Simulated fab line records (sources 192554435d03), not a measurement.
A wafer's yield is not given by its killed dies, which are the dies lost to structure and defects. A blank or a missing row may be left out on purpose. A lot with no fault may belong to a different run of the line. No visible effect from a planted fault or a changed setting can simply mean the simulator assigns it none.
fab line records -- flow n5_finfet
record: lots: 7, wafers: 21
route steps=1938 shown BEOL_M4@1031
start_h: the number of hours between the record's first day and the start of the first shown wafer of the lot -- wait_h: time in hours since the lot's previous step -- " as in the row above -- L1.1+2: a single row standing in for several wafers -- - either no value or no given start -- * or withheld: withheld -- < > ~ a bound
route shown NAME@n: names a module that has steps shown in the file, with the first one's number in the route -- usual: mean and standard deviation over wafers with no fault -- same: alike in all rows -- chamber/n: place in a boat -- sites: per-site readings -- _std_site: standard deviation across them -- _edge_site: the outer-site mean with the inner-site mean subtracted -- radius_mm: for every site, how far away it sits from the centre of the wafer -- mask NAME#n: copy n -- behind: tool/chamber where the wafer was last shaped -- hold: cause of the lot's hold/its duration in hours/its outcome -- device: the transistor (n, p or np) that didn't switch -- end of line: at the end of the route, the tests of the same wafers -- step lacking rows: just its recipe -- killed: the dies lost at the first sort to structure and to defects; this is not the yield of the wafer -- map: dies across one wafer; x = killed, . = not, _ = none there
set.NAME: the setting as run; set.NAME@STEP: as run at that earlier step -- model.NAME: the simulator's own value behind a step, which no gauge read
lots run with intentionally changed settings; tables by step, rows by wafer
== steps ==
step: N5_BEOL_M4_EXPOSE_08
recipe: mask_id: M4, na: 0.33, source_shape: dipole, sigma_inner: 0.369, sigma_outer: 0.767, polarization: unpolarized, dose_mj: 41.25
lot.wafer,tool,chamber,start_h,wait_h,mask,set.dose_mj
L076.3,euv_scanner-02,0,165.59,-,M4#0,41.25
L076.5+6,euv_scanner-02,0,165.59,-,M4#0,43.51
L077.1+3+4,euv_scanner-01,0,178.09,-,M4#0,41.25
L080.3,euv_scanner-01,0,191.76,-,M4#0,43.51
L080.4+6,euv_scanner-01,0,191.76,-,M4#0,41.25
L079.2+6,euv_scanner-01,0,192.39,-,M4#0,38.22
L079.4,euv_scanner-01,0,192.39,-,M4#0,41.25
L083.3+4+5,euv_scanner-01,0,208.53,-,M4#0,41.25
L092.1,euv_scanner-02,0,254.59,-,M4#0,41.25
L092.4+5,euv_scanner-02,0,254.59,-,M4#0,39.64
L097.4+6,euv_scanner-02,0,297.61,-,M4#0,43.53
L097.5,euv_scanner-02,0,297.61,-,M4#0,41.25
step: N5_BEOL_M4_PEB_09
recipe: peb_temp_c: 100, peb_time_s: 60, resist: CAR-EUV
step: N5_BEOL_M4_DEVELOP_10
recipe: develop_time_s: 30, developer: TMAH, resist: CAR-EUV, rinse_liquid: surfactant_rinse, dry: air_spin, dev_temp_c: 23
step: N5_BEOL_M4_CD_MEAS_11
recipe: target_cd_nm: 16.79, landing_energy_ev: 500, detector: se_inlens, polarity: opening
usual: cd_nm: 16.80/0.26
lot.wafer,tool,chamber,start_h,wait_h,set.dose_mj@BEOL_M4_EXPOSE_08,cd_nm
L076.3,cd_sem-01,0,165.71,-,41.25,16.38
L076.5,cd_sem-01,0,165.71,-,43.51,18.15
L076.6,cd_sem-01,0,165.71,-,43.51,18.02
L077.1,cd_sem-01,0,178.22,-,41.25,16.80
L077.3,cd_sem-01,0,178.22,-,41.25,16.70
L077.4,cd_sem-01,0,178.22,-,41.25,16.75
L080.3,cd_sem-01,0,191.88,-,43.51,17.77
L080.4,cd_sem-01,0,191.88,-,41.25,16.97
L080.6,cd_sem-01,0,191.88,-,41.25,16.42
L079.2,cd_sem-01,0,192.51,-,38.22,15.09
L079.4,cd_sem-01,0,192.51,-,41.25,16.95
L079.6,cd_sem-01,0,192.51,-,38.22,15.30
L083.3,cd_sem-01,0,208.65,-,41.25,16.75
L083.4,cd_sem-01,0,208.65,-,41.25,16.47
L083.5,cd_sem-01,0,208.65,-,41.25,16.68
L092.1,cd_sem-01,0,254.72,-,41.25,16.89
L092.4,cd_sem-01,0,254.72,-,39.64,16.03
L092.5,cd_sem-01,0,254.72,-,39.64,15.85
L097.4,cd_sem-03,0,297.73,-,43.53,17.40
L097.5,cd_sem-03,0,297.73,-,41.25,16.51
L097.6,cd_sem-03,0,297.73,-,43.53,17.82
step: N5_BEOL_M4_DESCUM_16
recipe: chemistry: O2, time_s: 7, source_power_w: 50, bias_power_w: 20, pressure_mtorr: 20, rf_frequency_hz: 2.712e+07, temp_c: 40, resist: CAR-EUV, o2_flow_sccm: 225
step: N5_BEOL_M4_ETCH_74
recipe: chemistry: N2/H2, target: underlayer, target_depth_a: 65, mask_material: CAR-EUV, time_s: 5.2, ion_energy_ev: 200, pressure_mtorr: 30, source_w: 840, bias_w: 150, n2_flow_sccm: 200, h2_flow_sccm: 200, ends: cleared
lot.wafer,tool,chamber,start_h,wait_h,set.dose_mj@BEOL_M4_EXPOSE_08,model.BEOL_M4.cd_offset_nm
L076.3,rie_diel-04,3,165.86,0.0,41.25,0
L076.5,rie_diel-04,3,165.86,0.0,43.51,1
L076.6,rie_diel-04,2,165.86,0.0,43.51,1.2
L077.1,rie_diel-04,2,178.38,0.0,41.25,0.4
L077.3,rie_diel-04,0,178.38,0.0,41.25,0
L077.4,rie_diel-04,3,178.38,0.0,41.25,0.2
L080.3,rie_diel-06,1,192.03,0.0,43.51,1.2
L080.4+6,rie_diel-06,"0,3",192.03,0.0,41.25,0.2
L079.2+6,rie_diel-03,3,192.67,0.0,38.22,-1.6
L079.4,rie_diel-03,2,192.67,0.0,41.25,0
L083.3+5,rie_diel-06,"3,1",208.81,0.0,41.25,0
L083.4,rie_diel-06,2,208.81,0.0,41.25,-0.2
L092.1,rie_diel-03,2,254.88,0.0,41.25,0
L092.4+5,rie_diel-03,0,254.88,0.0,39.64,-1
L097.4+6,rie_diel-04,"0,1",297.88,0.0,43.53,1
L097.5,rie_diel-04,0,297.88,0.0,41.25,-0.2
step: N5_BEOL_M4_ETCH_63
recipe: chemistry: CF4, target: SiARC, target_depth_a: 156, mask_material: CAR-EUV, time_s: 26, ion_energy_ev: 80, pressure_mtorr: 40, source_w: 545, bias_w: 36, Ar_flow_sccm: 100, cf4_flow_sccm: 100, ends: cleared
lot.wafer,tool,chamber,start_h,wait_h,set.spin_rpm@BEOL_M4_COAT_62,set.dose_mj@BEOL_M4_EXPOSE_08,model.BEOL_M4.cd_offset_nm,model.etch.depth_nm,model.CAR-EUV_of_BEOL_M4_COAT_05.thk_nm
L076.3,rie_diel-04,3,165.88,0.0,1500,41.25,0,12.02,11
L076.5,rie_diel-04,3,165.88,0.0,1500,43.51,1,11.98,11
L076.6,rie_diel-04,2,165.88,0.0,1557,43.51,1.2,11.78,11.2
L077.1,rie_diel-04,2,178.40,0.0,1591,41.25,0.4,11.61,11.2
L077.3+4,rie_diel-04,"0,3",178.40,0.0,1500,41.25,0,11.94,11
L080.3,rie_diel-06,1,192.05,0.0,1500,43.51,1.4,11.97,11.2
L080.4,rie_diel-06,0,192.05,0.0,1500,41.25,0.2,12,11
L080.6,rie_diel-06,3,192.05,0.0,1500,41.25,0.2,11.97,11.2
L079.2,rie_diel-03,3,192.68,0.0,1561,38.22,-1.6,11.7,11.4
L079.4,rie_diel-03,2,192.68,0.0,1500,41.25,0,11.96,11.2
L079.6,rie_diel-03,3,192.68,0.0,1500,38.22,-1.6,11.95,11.2
L083.3,rie_diel-06,3,208.83,0.0,1500,41.25,-0.2,12,11.2
L083.4,rie_diel-06,2,208.83,0.0,1500,41.25,-0.4,12,11.2
L083.5,rie_diel-06,1,208.83,0.0,1500,41.25,0,12,11
L092.1,rie_diel-03,2,254.89,0.0,1342,41.25,0,12.7,10.8
L092.4,rie_diel-03,0,254.89,0.0,1500,39.64,-1,11.98,11.2
L092.5,rie_diel-03,0,254.89,0.0,1342,39.64,-0.8,12.65,10.8
L097.4,rie_diel-04,0,297.90,0.0,1500,43.53,1,12.02,11.2
L097.5,rie_diel-04,0,297.90,0.0,1413,41.25,-0.2,12.37,10.8
L097.6,rie_diel-04,1,297.90,0.0,1500,43.53,1,12.05,11.2
step: N5_BEOL_M4_ETCH_64
recipe: chemistry: N2/H2, target: SOC, target_depth_a: 750, overetch_a: 225, mask_material: SiARC, temp_c: 40, time_s: 121.9, ion_energy_ev: 200, pressure_mtorr: 30, source_w: 840, bias_w: 150, n2_flow_sccm: 200, h2_flow_sccm: 200
lot.wafer,tool,chamber,start_h,wait_h,set.spin_rpm@BEOL_M4_COAT_62,model.SiARC_of_BEOL_M4_COAT_62.thk_nm
L076.3+5,rie_diel-04,3,165.91,0.0,1500,6
L076.6,rie_diel-04,2,165.91,0.0,1557,6
L077.1,rie_diel-04,2,178.43,0.0,1591,5.8
L077.3,rie_diel-04,0,178.43,0.0,1500,6.2
L077.4,rie_diel-04,3,178.43,0.0,1500,6
L080.3+6,rie_diel-06,"1,3",192.08,0.0,1500,6.2
L080.4,rie_diel-06,0,192.08,0.0,1500,6.4
L079.2,rie_diel-03,3,192.71,0.0,1561,6
L079.4+6,rie_diel-03,"2,3",192.71,0.0,1500,6.2
L083.3,rie_diel-06,3,208.85,0.0,1500,6.4
L083.4+5,rie_diel-06,"2,1",208.85,0.0,1500,6.2
L092.1+5,rie_diel-03,"2,0",254.92,0.0,1342,7
L092.4,rie_diel-03,0,254.92,0.0,1500,6.4
L097.4+6,rie_diel-04,"0,1",297.93,0.0,1500,6.4
L097.5,rie_diel-04,0,297.93,0.0,1413,6.8
step: N5_BEOL_M4_STRIP_65
recipe: chemistry: N2/H2, temp_c: 40, n2_flow_sccm: 200, h2_flow_sccm: 200, rf_frequency_hz: 6e+07
step: N5_BEOL_M4_STRIP_75
recipe: chemistry: N2/H2, temp_c: 40, n2_flow_sccm: 200, h2_flow_sccm: 200, rf_frequency_hz: 6e+07
step: N5_BEOL_M4_STRIP_66
recipe: chemistry: CF4, resist: SiARC, power_w: 300, bias_power_w: 75, pressure_mtorr: 50, cf4_flow_sccm: 150, rf_frequency_hz: 6e+07
step: N5_BEOL_M4_HM_OPEN_17
recipe: chemistry: Cl2/BCl3, target_depth_a: 200, overetch_a: 60, target: TiN, mask_material: SOC, ion_energy_ev: 150, pressure_mtorr: 10, icp_w: 1000, bias_w: 126, Cl2_flow_sccm: 53.25, bcl3_flow_sccm: 21.75, Ar_flow_sccm: 25
lot.wafer,tool,chamber,start_h,wait_h,set.dose_mj@BEOL_M4_EXPOSE_08,model.BEOL_M4.cd_offset_nm
L076.3,rie_metal-02,0,166.11,0.1,41.25,0.4
L076.5,rie_metal-02,0,166.11,0.1,43.51,1.4
L076.6,rie_metal-02,1,166.11,0.1,43.51,1.2
L077.1,rie_metal-01,1,178.60,0.0,41.25,0.6
L077.3,rie_metal-01,1,178.60,0.0,41.25,0
L077.4,rie_metal-01,0,178.60,0.0,41.25,0.4
L080.3,rie_metal-02,1,192.29,0.1,43.51,1.2
L080.4,rie_metal-02,0,192.29,0.1,41.25,0.2
L080.6,rie_metal-02,1,192.29,0.1,41.25,0
L079.2,rie_metal-01,0,192.89,0.0,38.22,-1.8
L079.4,rie_metal-01,1,192.89,0.0,41.25,-0.2
L079.6,rie_metal-01,1,192.89,0.0,38.22,-1.6
L083.3,rie_metal-03,1,209.06,0.1,41.25,-0.2
L083.4,rie_metal-03,0,209.06,0.1,41.25,-0.4
L083.5,rie_metal-03,0,209.06,0.1,41.25,0
L092.1,rie_metal-01,1,255.10,0.0,41.25,-0.2
L092.4,rie_metal-01,1,255.10,0.0,39.64,-1.2
L092.5,rie_metal-01,1,255.10,0.0,39.64,-1
L097.4,rie_metal-01,0,298.13,0.1,43.53,1
L097.5,rie_metal-01,1,298.13,0.1,41.25,-0.2
L097.6,rie_metal-01,0,298.13,0.1,43.53,1.2
step: N5_BEOL_M4_STRIP_19
recipe: chemistry: O2, power_w: 400, temp_c: 40, pressure_mtorr: 30, rf_frequency_hz: 6e+07, bias_power_w: 0, overash_fraction: 0.2, o2_flow_sccm: 225
step: N5_BEOL_M4_CD_MEAS_18
recipe: pitch_nm: 36, target_cd_nm: 18
usual: cd_nm: 18.0/0.32
lot.wafer,tool,chamber,start_h,wait_h,set.dose_mj@BEOL_M4_EXPOSE_08,cd_nm
L076.3,cd_sem-01,-,166.29,0.1,41.25,18.4
L076.5,cd_sem-01,-,166.29,0.1,43.51,19.2
L076.6,cd_sem-01,-,166.29,0.1,43.51,19.5
L077.1,cd_sem-01,-,178.78,0.0,41.25,18.6
L077.3,cd_sem-01,-,178.78,0.0,41.25,18.2
L077.4,cd_sem-01,-,178.78,0.0,41.25,18.4
L080.3,cd_sem-01,-,192.58,0.1,43.51,19.2
L080.4,cd_sem-01,-,192.58,0.1,41.25,17.9
L080.6,cd_sem-01,-,192.58,0.1,41.25,18.2
L079.2,cd_sem-03,-,193.07,0.1,38.22,15.8
L079.4,cd_sem-03,-,193.07,0.1,41.25,17.5
L079.6,cd_sem-03,-,193.07,0.1,38.22,16.2
L083.3,cd_sem-03,-,209.21,0.1,41.25,17.6
L083.4,cd_sem-03,-,209.21,0.1,41.25,17.9
L083.5,cd_sem-03,-,209.21,0.1,41.25,17.8
L092.1,cd_sem-02,-,255.37,0.0,41.25,18.2
L092.4,cd_sem-02,-,255.37,0.0,39.64,16.8
L092.5,cd_sem-02,-,255.37,0.0,39.64,17.2
L097.4,cd_sem-01,-,298.28,0.1,43.53,19.1
L097.5,cd_sem-01,-,298.28,0.1,41.25,17.8
L097.6,cd_sem-01,-,298.28,0.1,43.53,19.2
step: N5_BEOL_M4_DESCUM_33
recipe: chemistry: O2, time_s: 7, source_power_w: 50, bias_power_w: 20, pressure_mtorr: 20, rf_frequency_hz: 2.712e+07, temp_c: 40, resist: CAR-EUV, o2_flow_sccm: 225
lot.wafer,tool,chamber,start_h,wait_h,set.time_s,model.CAR-EUV_of_BEOL_M4_COAT_22.thk_nm
L076.3+5,rie_diel-04,"3,2",166.73,0.0,7,26
L076.6,rie_diel-04,0,166.73,0.0,7.623,25.8
L077.1+3,rie_diel-06,"1,2",179.51,0.3,5.893,26.6
L077.4,rie_diel-06,0,179.51,0.3,7,26
L080.3+4+6,rie_diel-04,"1,2,2",193.16,0.0,7,26.2
L079.2+4,rie_diel-03,"0,3",193.51,0.0,7,26
L079.6,rie_diel-03,0,193.51,0.0,7.697,25.6
L083.3+4+5,rie_diel-04,"3,0,3",210.58,0.0,7,26.2
L092.1,rie_diel-04,1,255.81,0.0,7.401,25.8
L092.4+5,rie_diel-04,2,255.81,0.0,7,26
L097.4,rie_diel-04,3,298.73,0.0,7,26.2
L097.5+6,rie_diel-04,"2,3",298.73,0.0,7,26
step: N5_BEOL_M4_ETCH_77
recipe: chemistry: N2/H2, target: underlayer, target_depth_a: 65, mask_material: CAR-EUV, time_s: 5.2, ion_energy_ev: 200, pressure_mtorr: 30, source_w: 840, bias_w: 150, n2_flow_sccm: 200, h2_flow_sccm: 200, ends: cleared
lot.wafer,tool,chamber,start_h,wait_h,set.time_s@BEOL_M4_DESCUM_33,model.CAR-EUV_of_BEOL_M4_COAT_22.thk_nm
L076.3,rie_diel-04,3,166.77,0.0,7,20.2
L076.5,rie_diel-04,2,166.77,0.0,7,20.4
L076.6,rie_diel-04,0,166.77,0.0,7.623,20
L077.1,rie_diel-06,1,179.55,0.0,5.893,20.8
L077.3,rie_diel-06,2,179.55,0.0,5.893,21
L077.4,rie_diel-06,0,179.55,0.0,7,20.4
L080.3+6,rie_diel-04,"1,2",193.19,0.0,7,20.4
L080.4,rie_diel-04,2,193.19,0.0,7,20.6
L079.2+4,rie_diel-03,"0,3",193.54,0.0,7,20.4
L079.6,rie_diel-03,0,193.54,0.0,7.697,20
L083.3+4+5,rie_diel-04,"3,0,3",210.61,0.0,7,20.4
L092.1,rie_diel-04,1,255.84,0.0,7.401,20.2
L092.4+5,rie_diel-04,2,255.84,0.0,7,20.2
L097.4+5+6,rie_diel-04,"3,2,3",298.76,0.0,7,20.4
step: N5_BEOL_M4_ETCH_69
recipe: chemistry: CF4, target: SiARC, target_depth_a: 156, mask_material: CAR-EUV, time_s: 26, ion_energy_ev: 80, pressure_mtorr: 40, source_w: 545, bias_w: 36, Ar_flow_sccm: 100, cf4_flow_sccm: 100, ends: cleared
lot.wafer,tool,chamber,start_h,wait_h,set.time_s@BEOL_M4_DESCUM_33,model.CAR-EUV_of_BEOL_M4_COAT_22.thk_nm
L076.3+5,rie_diel-04,"3,2",166.79,0.0,7,11.2
L076.6,rie_diel-04,0,166.79,0.0,7.623,10.8
L077.1,rie_diel-06,1,179.56,0.0,5.893,11.6
L077.3,rie_diel-06,2,179.56,0.0,5.893,11.8
L077.4,rie_diel-06,0,179.56,0.0,7,11.2
L080.3+4+6,rie_diel-04,"1,2,2",193.21,0.0,7,11.2
L079.2+4,rie_diel-03,"0,3",193.56,0.0,7,11.2
L079.6,rie_diel-03,0,193.56,0.0,7.697,10.8
L083.3+4+5,rie_diel-04,"3,0,3",210.63,0.0,7,11.2
L092.1,rie_diel-04,1,255.86,0.0,7.401,11
L092.4+5,rie_diel-04,2,255.86,0.0,7,11
L097.4+5,rie_diel-04,"3,2",298.78,0.0,7,11.2
L097.6,rie_diel-04,3,298.78,0.0,7,11
step: N5_BEOL_M4_ALD_98
recipe: material: SiO2, target_thk_a: 25, temp_c: 100, ald_precursor_family: BDEAS, ald_co_reactant: O2-plasma, pulse_time_s: 1, co_reactant_pulse_time_s: 1, purge_time_s: 2, co_reactant_purge_time_s: 2, ald_cycles: 17, pressure_torr: 2
step: N5_BEOL_M4_ETCHBACK_99
recipe: chemistry: CHF3, target: SiO2, target_depth_a: 50, time_s: 10.4, source_w: 215, bias_w: 47, Ar_flow_sccm: 200, CHF3_flow_sccm: 12, ion_energy_ev: 100, pressure_mtorr: 30
lot.wafer,tool,chamber,start_h,wait_h,set.time_s@BEOL_M4_DESCUM_33,model.CAR-EUV_of_BEOL_M4_COAT_22.thk_nm
L076.3,rie_diel-06,1,171.05,4.1,7,10.4
L076.5,rie_diel-06,2,171.05,4.1,7,10.6
L076.6,rie_diel-06,1,171.05,4.1,7.623,10.2
L077.1+3,rie_diel-06,"3,1",181.48,1.8,5.893,11
L077.4,rie_diel-06,0,181.48,1.8,7,10.4
L080.3+4,rie_diel-03,"3,0",194.45,1.0,7,10.6
L080.6,rie_diel-03,3,194.45,1.0,7,10.4
L079.2+4,rie_diel-03,"3,2",197.11,3.4,7,10.4
L079.6,rie_diel-03,1,197.11,3.4,7.697,10
L083.3,rie_diel-04,2,218.91,8.1,7,10.6
L083.4+5,rie_diel-04,0,218.91,8.1,7,10.4
L092.1,rie_diel-03,1,257.63,1.6,7.401,10.2
L092.4+5,rie_diel-03,0,257.63,1.6,7,10.4
L097.4+5+6,rie_diel-03,"3,0,3",301.58,2.5,7,10.4
step: N5_BEOL_M4_TRENCH_ETCH_37
recipe: chemistry: C4F6/O2, target_depth_a: 555.55, target: SiOC, time_s: 29.2, ion_energy_ev: 250, pressure_mtorr: 30, source_w: 355, bias_w: 185, Ar_flow_sccm: 300, C4F6_flow_sccm: 10, O2_flow_sccm: 10
lot.wafer,tool,chamber,start_h,wait_h,set.time_s,model.BEOL_M4.feature_depth_nm,model.etch.depth_nm
L076.3,rie_diel-06,1,-,-,29.2,55.6,55.5
L076.5,rie_diel-06,2,-,-,26.27,50.2,50.2
L076.6,rie_diel-06,1,-,-,29.2,55.6,55.51
L077.1,rie_diel-06,3,-,-,29.2,54.4,54.43
L077.3,rie_diel-06,1,-,-,29.2,55.4,55.34
L077.4,rie_diel-06,0,-,-,29.2,54.4,54.45
L080.3,rie_diel-03,3,-,-,26.14,49.4,49.3
L080.4,rie_diel-03,0,-,-,29.2,54.8,54.79
L080.6,rie_diel-03,3,-,-,26.14,49.2,49.28
L079.2,rie_diel-03,3,-,-,29.2,55.6,55.54
L079.4,rie_diel-03,2,-,-,33.61,63.6,63.62
L079.6,rie_diel-03,1,-,-,29.2,53.6,53.54
L083.3,rie_diel-04,2,-,-,29.2,55.8,55.79
L083.4,rie_diel-04,0,-,-,29.2,55.8,55.87
L083.5,rie_diel-04,0,-,-,29.2,56,56.04
L092.1,rie_diel-03,1,-,-,29.2,56,56
L092.4,rie_diel-03,0,-,-,34.58,64.6,64.61
L092.5,rie_diel-03,0,-,-,34.58,64.6,64.53
L097.4,rie_diel-03,3,-,-,29.2,55.2,55.3
L097.5,rie_diel-03,0,-,-,29.2,54.6,54.52
L097.6,rie_diel-03,3,-,-,29.2,55.2,55.29
step: N5_BEOL_M4_ETCH_41
recipe: chemistry: CH3F/O2, target: SiCN, target_depth_a: 299, taper_deg: 2, time_s: 52.5, ion_energy_ev: 120, mask_material: TiN, pressure_mtorr: 30, source_w: 395, bias_w: 75, Ar_flow_sccm: 150, CH3F_flow_sccm: 30, O2_flow_sccm: 20
step: N5_BEOL_M4_STRIP_97
recipe: chemistry: N2/H2, time_s: 10, power_w: 450, temp_c: 40, pressure_mtorr: 20, rf_frequency_hz: 6e+07, bias_power_w: 7, n2_flow_sccm: 200, h2_flow_sccm: 200
step: N5_BEOL_M4_PRECLEAN_42
recipe: chemistry: residue_remover, time_s: 60, temp_c: 40
step: N5_BEOL_M4_SRD_43
recipe: time_s: 30, temp_c: 23, rinse_liquid: diw, dry: ipa_marangoni
step: N5_BEOL_M4_CD_MEAS_35
recipe: target_cd_nm: 18, target_cd_y_nm: 22.4, polarity: opening
usual: cd_nm: 18.0/0.33
lot.wafer,tool,chamber,start_h,wait_h,set.dose_mj@BEOL_M4_EXPOSE_08,cd_nm
L076.3,cd_sem-02,-,171.60,0.0,41.25,18.6
L076.5,cd_sem-02,-,171.60,0.0,43.51,19.1
L076.6,cd_sem-02,-,171.60,0.0,43.51,19.3
L077.1,cd_sem-03,-,182.03,0.0,41.25,18.4
L077.3,cd_sem-03,-,182.03,0.0,41.25,18.0
L077.4,cd_sem-03,-,182.03,0.0,41.25,18.2
L080.3,cd_sem-01,-,195.01,0.0,43.51,19.1
L080.4,cd_sem-01,-,195.01,0.0,41.25,18.1
L080.6,cd_sem-01,-,195.01,0.0,41.25,18.1
L079.2,cd_sem-02,-,197.66,0.0,38.22,16.3
L079.4,cd_sem-02,-,197.66,0.0,41.25,17.9
L079.6,cd_sem-02,-,197.66,0.0,38.22,16.3
L083.3,cd_sem-01,-,219.46,0.0,41.25,17.6
L083.4,cd_sem-01,-,219.46,0.0,41.25,17.6
L083.5,cd_sem-01,-,219.46,0.0,41.25,17.6
L092.1,cd_sem-02,-,258.18,0.0,41.25,17.5
L092.4,cd_sem-02,-,258.18,0.0,39.64,16.9
L092.5,cd_sem-02,-,258.18,0.0,39.64,17.1
L097.4,cd_sem-01,-,302.14,0.0,43.53,18.8
L097.5,cd_sem-01,-,302.14,0.0,41.25,17.9
L097.6,cd_sem-01,-,302.14,0.0,43.53,19.3
step: N5_BEOL_M4_DEGAS_44
recipe: ambient: vacuum, temp_c: 250, time_s: 60
step: N5_BEOL_M4_PRE_CLEAN_45
recipe: gas: H2/He, time_s: 30, temp_c: 250
step: N5_BEOL_M4_ECD_50
recipe: material: Cu, target_thk_a: 3000
step: N5_BEOL_M4_ANNEAL_51
recipe: temp_c: 225, time_s: 90, ambient: N2
step: N5_BEOL_M4_CMP_52
recipe: stop_on: SiOC, t_overpolish_s: 6.8, down_force_psi: 1, platen_rpm: 50, clearing_platen_down_force_psi: 1.5, clearing_platen_rpm: 50, post_cmp_clean: cu_alkaline, target_thk_nm: 40, clearing_platen_pad_velocity_m_s: 0.99484, pad_velocity_m_s: 0.99484
lot.wafer,tool,chamber,start_h,wait_h,set.time_s@BEOL_M4_TRENCH_ETCH_37,model.Cu_of_BEOL_M4_ECD_50.thk_nm
L076.3,cmp-03,0,174.68,0.3,29.2,40
L076.5,cmp-03,1,174.68,0.3,26.27,35.6
L076.6,cmp-03,2,174.68,0.3,29.2,39.2
L077.4,cmp-03,0,185.28,0.2,29.2,39.2
L077.3,cmp-03,2,185.28,0.2,29.2,39.8
L077.1,cmp-03,3,185.28,0.2,29.2,40.4
L080.4,cmp-03,0,198.41,0.1,29.2,40.2
L080.3,cmp-03,2,198.41,0.1,26.14,33.4
L080.6,cmp-03,0,198.41,0.1,26.14,34
L079.2,cmp-02,3,201.06,0.2,29.2,38.8
L079.4,cmp-02,1,201.06,0.2,33.61,48.6
L079.6,cmp-02,3,201.06,0.2,29.2,38
L083.3,cmp-03,3,224.30,0.2,29.2,40.8
L083.4,cmp-03,2,224.30,0.2,29.2,40.6
L083.5,cmp-03,0,224.30,0.2,29.2,41
L092.4,cmp-02,1,261.71,0.2,34.58,49.6
L092.1,cmp-02,2,261.71,0.2,29.2,40.2
L092.5,cmp-02,3,261.71,0.2,34.58,47.8
L097.4,cmp-04,1,305.37,0.2,29.2,39.6
L097.6,cmp-04,0,305.37,0.2,29.2,39.2
L097.5,cmp-04,1,305.37,0.2,29.2,38.8
== key ==
split: step: N5_BEOL_M4_EXPOSE_08, setting: dose_mj, stated: 41.25, by: wafer
response: step: N5_BEOL_M4_CD_MEAS_11, reading: cd_nm, change: +0.237, per: 1%, r: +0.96
response: step: N5_BEOL_M4_ETCH_74, reading: model.BEOL_M4.cd_offset_nm, change: +0.212, per: 1%, r: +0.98
response: step: N5_BEOL_M4_ETCH_63, reading: model.BEOL_M4.cd_offset_nm, change: +0.216, per: 1%, r: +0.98
response: step: N5_BEOL_M4_HM_OPEN_17, reading: model.BEOL_M4.cd_offset_nm, change: +0.205, per: 1%, r: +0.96
response: step: N5_BEOL_M4_CD_MEAS_18, reading: cd_nm, change: +0.217, per: 1%, r: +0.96
response: step: N5_BEOL_M4_CD_MEAS_35, reading: cd_nm, change: +0.182, per: 1%, r: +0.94
split: step: N5_BEOL_M4_DESCUM_33, setting: time_s, stated: 7, by: wafer
response: step: N5_BEOL_M4_DESCUM_33, reading: model.CAR-EUV_of_BEOL_M4_COAT_22.thk_nm, change: -0.0355, per: 1%, r: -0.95
response: step: N5_BEOL_M4_ETCH_77, reading: model.CAR-EUV_of_BEOL_M4_COAT_22.thk_nm, change: -0.0316, per: 1%, r: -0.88
response: step: N5_BEOL_M4_ETCH_69, reading: model.CAR-EUV_of_BEOL_M4_COAT_22.thk_nm, change: -0.0335, per: 1%, r: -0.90
response: step: N5_BEOL_M4_ETCHBACK_99, reading: model.CAR-EUV_of_BEOL_M4_COAT_22.thk_nm, change: -0.0375, per: 1%, r: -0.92
split: step: N5_BEOL_M4_TRENCH_ETCH_37, setting: time_s, stated: 29.2, by: wafer
response: step: N5_BEOL_M4_TRENCH_ETCH_37, reading: model.BEOL_M4.feature_depth_nm, change: +0.522, per: 1%, r: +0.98
response: step: N5_BEOL_M4_TRENCH_ETCH_37, reading: model.etch.depth_nm, change: +0.522, per: 1%, r: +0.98
response: step: N5_BEOL_M4_CMP_52, reading: model.Cu_of_BEOL_M4_ECD_50.thk_nm, change: +0.538, per: 1%, r: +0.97
split outside_this_file step=N5_BEOL_M4_COAT_62 setting=spin_rpm
split outside_this_file: this setting was split too, and the file shows its column; the key of that split is in another file
